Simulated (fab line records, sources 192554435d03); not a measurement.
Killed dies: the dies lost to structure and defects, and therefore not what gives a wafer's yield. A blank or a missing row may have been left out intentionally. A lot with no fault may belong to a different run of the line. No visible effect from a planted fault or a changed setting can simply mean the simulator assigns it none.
Which tool is to blame?    flow n5Finfet    11 lots with 32 wafers sampled at 6 steps, on a route of 1938 steps

WHAT THE GAUGES READ, wafer by wafer
N5_BEOL_M7_THK_MEAS_53: measures by xrf. Usual: M7_THK gives 77.8 nm (standard deviation 1.6).
lot   measured      on            M7_THK (nm)     flag
L321  day 10 21:38  filmMetro-02  80.6 77.3 78.5  
L322  day 11 07:11  filmMetro-01  75.3 75.6 75.9  
L323  day 12 02:40  filmMetro-02  80.5 78.1 79.5  
L325  day 12 11:42  filmMetro-01  74.9 76.6       
L334  day 14 08:18  filmMetro-02  78.6 77.3 79.4  
L337  day 14 15:05  filmMetro-01  77.2 77.8 76.4  
L342  day 15 12:35  filmMetro-02  77.0 76.3 78.8  
L338  day 15 20:54  filmMetro-01  75.3 77.9 76.0  
L340  day 16 04:31  filmMetro-02  75.9 78.0 76.8  
L336  day 16 07:13  filmMetro-02  75.6 79.2 78.5  
L341  day 16 14:28  filmMetro-01  78.6 75.2 73.7  

N5_BEOL_M8_CD_MEAS_11: target cd 38.5 nm. Usual: cdNm at 38.4 nm, with a standard deviation of 0.42.
lot   measured      on        cdNm (nm)       flag
L321  day 10 23:01  cdSem-02  38.6 39.0 38.6  
L322  day 11 09:36  cdSem-03  37.8 38.0 37.6  
L323  day 12 04:03  cdSem-01  37.4 37.9 38.3  
L325  day 12 15:08  cdSem-01  38.3 36.9       
L334  day 14 10:39  cdSem-02  38.1 38.0 38.3  
L337  day 14 17:17  cdSem-01  38.3 37.5 38.1  
L342  day 15 16:07  cdSem-02  38.4 38.4 38.3  
L338  day 15 22:34  cdSem-02  39.1 39.9 39.0  
L340  day 16 07:22  cdSem-02  38.5 38.3 38.5  
L336  day 16 11:02  cdSem-02  39.4 38.8 38.4  
L341  day 16 17:52  cdSem-02  38.4 38.1 38.4  

N5_BEOL_M8_CD_MEAS_18: pitch 80 nm, target cd 40 nm. Usual: cdNm at 40.0 nm, with a standard deviation of 0.44.
lot   measured      on        cdNm (nm)       flag
L321  day 11 05:30  cdSem-02  39.9 40.4 40.1  
L322  day 11 12:47  cdSem-02  39.5 39.3 39.4  
L323  day 12 04:52  cdSem-01  39.8 40.7 39.8  
L325  day 12 15:46  cdSem-01  40.4 38.5       
L334  day 14 12:33  cdSem-01  39.8 39.7 40.2  
L337  day 14 17:53  cdSem-03  40.1 39.2 39.1  
L342  day 15 16:50  cdSem-03  40.7 39.9 40.0  
L338  day 15 23:09  cdSem-02  41.2 40.9 40.8  
L340  day 16 07:55  cdSem-02  40.1 39.5 39.7  
L336  day 16 11:39  cdSem-03  40.9 40.1 39.7  
L341  day 16 18:29  cdSem-03  40.2 39.5 40.2  

WHAT TOOL EACH LOT RAN ON (gives the tool, then ch and the chambers of the sampled wafers, and finally the start)
lot   N5_BEOL_M7_CMP_52              N5_BEOL_M7_DEP_56                N5_BEOL_M8_DEVELOP_10
L321  cmp-03 ch 1,2, day 10 21:22    pecvd-02 ch 0,1, day 10 21:41    lithoTrack-04 ch 0, day 10 22:57
L322  cmp-01 ch 1,3, day 11 06:56    pecvd-03 ch 0,1,2, day 11 07:15  lithoTrack-04 ch 0, day 11 09:32
L323  cmp-03 ch 0,3, day 12 02:22    pecvd-03 ch 0,1, day 12 02:44    lithoTrack-03 ch 0, day 12 03:59
L325  cmp-04 ch 3, day 12 11:25      pecvd-04 ch 2, day 12 11:46      lithoTrack-03 ch 0, day 12 15:05
L334  cmp-03 ch 1,2,3, day 14 08:05  pecvd-03 ch 0,1,2, day 14 08:23  lithoTrack-04 ch 0, day 14 10:35
L337  cmp-01 ch 1,2,3, day 14 14:52  pecvd-02 ch 0,1,2, day 14 15:08  lithoTrack-04 ch 0, day 14 17:14
L342  cmp-01 ch 0,1, day 15 12:17    pecvd-03 ch 0,1, day 15 12:38    lithoTrack-03 ch 0, day 15 16:03
L338  cmp-01 ch 0,1,2, day 15 20:36  pecvd-04 ch 1,2, day 15 20:58    lithoTrack-02 ch 0, day 15 22:31
L340  cmp-03 ch 0,1,3, day 16 04:16  pecvd-04 ch 1,2, day 16 04:35    lithoTrack-03 ch 0, day 16 07:18
L336  cmp-04 ch 0,3, day 16 06:55    pecvd-02 ch 0,2, day 16 07:17    lithoTrack-04 ch 0, day 16 10:58
L341  cmp-04 ch 0,3, day 16 14:10    pecvd-02 ch 0,1,2, day 16 14:32  lithoTrack-03 ch 0, day 16 17:49
- N5_BEOL_M7_CMP_52: polishes, stops on SiCOH lowk, t overpolish 6.9 s, target thk 80 nm.
- N5_BEOL_M7_DEP_56: deposits SiCN from 3MS/NH3, target thk 10 nm, time 17.5 s.
- N5_BEOL_M8_DEVELOP_10: develop time 30 s.

AS READ BY THE TOOLS THEMSELVES (means over the sampled wafers that have a number; for cases with no such wafer, the mark the record gives instead)
N5_BEOL_M7_CMP_52. Usual: barrierFieldEndpointS 28.8 s, standard deviation 0.65; motorCurrentA 6.2 A, standard deviation 0.53; overpolishRunS 6.900 s, standard deviation 0.0086; timeToEndpointS 62.6 s, standard deviation 2.6.
lot   tool    barrierFieldEndpointS (s)  motorCurrentA (A)  overpolishRunS (s)  timeToEndpointS (s)  flag
L321  cmp-03  28.6                       6.3                6.903               64.3                 
L322  cmp-01  29.6                       6.3                6.898               66.7                 
L323  cmp-03  29.5                       6.3                6.907               63.6                 
L325  cmp-04  28.4                       6.3                6.906               62.4                 
L334  cmp-03  28.5                       6.3                6.896               60.9                 
L337  cmp-01  29.2                       6.1                6.898               63.7                 
L342  cmp-01  28.7                       6.6                6.903               62.3                 
L338  cmp-01  28.9                       6.5                6.899               61.6                 
L340  cmp-03  28.0                       6.1                6.900               59.3                 
L336  cmp-04  28.4                       5.9                6.893               60.9                 
L341  cmp-04  28.5                       6.0                6.889               60.5                 

N5_BEOL_M7_DEP_56. Usual: showerheadPlenumPTorr 3.655 Torr, standard deviation 0.014; throttleValvePct 9.0 %, standard deviation 0.44.
lot   tool      showerheadPlenumPTorr (Torr)  throttleValvePct (%)  flag
L321  pecvd-02  3.664                         9.1                   
L322  pecvd-03  3.652                         9.0                   
L323  pecvd-03  3.658                         9.5                   
L325  pecvd-04  3.667                         8.0                   
L334  pecvd-03  3.648                         9.3                   
L337  pecvd-02  3.664                         9.1                   
L342  pecvd-03  3.649                         9.4                   
L338  pecvd-04  3.658                         8.5                   
L340  pecvd-04  3.661                         8.4                   
L336  pecvd-02  3.655                         9.0                   
L341  pecvd-02  3.659                         9.1                   

THE ANSWER, worked out from the rows above alone
Rule: a lot counts as off when the mean over its wafers that have a number is more than 3 standard deviations away from the usual mean. A lot without any number at a reading at which 4 lots or more have one is off too. Where the step has rows for the other lots, those lots are counted as sound. After the gauges, taken in route order, come the tools' own readings; for these a lot's mean is taken, as printed above. At the first step where some lot is off, the reading lying furthest off is the one used; lots without a number count as furthest.
None of the lots is off at any reading shown; this tells nothing.

WHAT WAS PUT IN BY THE SIMULATOR
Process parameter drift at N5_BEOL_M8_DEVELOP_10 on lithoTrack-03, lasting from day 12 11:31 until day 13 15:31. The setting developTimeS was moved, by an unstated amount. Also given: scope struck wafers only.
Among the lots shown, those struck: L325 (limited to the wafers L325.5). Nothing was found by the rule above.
